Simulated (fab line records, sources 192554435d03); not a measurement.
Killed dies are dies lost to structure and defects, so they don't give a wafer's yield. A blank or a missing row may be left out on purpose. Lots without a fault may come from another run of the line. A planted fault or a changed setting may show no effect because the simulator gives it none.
Chamber matching | flow n5_finfet | N5_BEOL_M15_ETCH_57 on rie_diel-01: 4 sister chambers
The step etches SOC in N2/H2, time 750 s. 8 wafers are shown with their chamber, then 8 later ones without.

WAFERS WITH THEIR CHAMBER
wafer  | chamber | drypump_motor_current_A (A) | showerhead_plenum_p_Torr (Torr)
L076.1 | 3       | 6.2                         | 2.44
L076.3 | 1       | 4.7                         | 2.60
L084.2 | 0       | 5.9                         | 2.68
L084.5 | 3       | 6.2                         | 2.44
L085.2 | 0       | 5.8                         | 2.68
L085.4 | 2       | 6.6                         | 2.48
L085.6 | 2       | 6.5                         | 2.48
L090.3 | 1       | 4.7                         | 2.59

WAFERS WITHOUT THEIR CHAMBER
wafer  | drypump_motor_current_A (A) | showerhead_plenum_p_Torr (Torr)
L090.4 | 6.2                         | 2.44
L090.5 | 6.6                         | 2.48
L092.2 | 6.2                         | 2.43
L092.3 | 5.9                         | 2.68
L092.5 | 6.2                         | 2.43
L096.3 | 6.6                         | 2.47
L096.4 | 6.2                         | 2.43
L096.5 | 4.7                         | 2.58

WHICH CHAMBER EACH WENT THROUGH
wafer  | from the rows above | in truth
L090.4 | 3                   | 3
L090.5 | 2                   | 2
L092.2 | 3                   | 3
L092.3 | 0                   | 0
L092.5 | 3                   | 3
L096.3 | 2                   | 2
L096.4 | 3                   | 3
L096.5 | 1                   | 1
Placed correctly: 8 of 8. Can't be placed from these rows: 0. Placed wrongly: 0.
How it was worked out, from the rows above alone: a wafer's distance from a chamber is the root of the sum, over the readings, of the square of ((its reading less the chamber's mean) divided by the reading's scatter). The wafer belongs to the nearest chamber; if the next one is less than 2 further off, it can't be placed. A chamber's mean is the mean of its shown wafers. The scatter: the root of (the sum of the squares of (reading less its chamber's mean) over the shown wafers, divided by (wafers less chambers)).
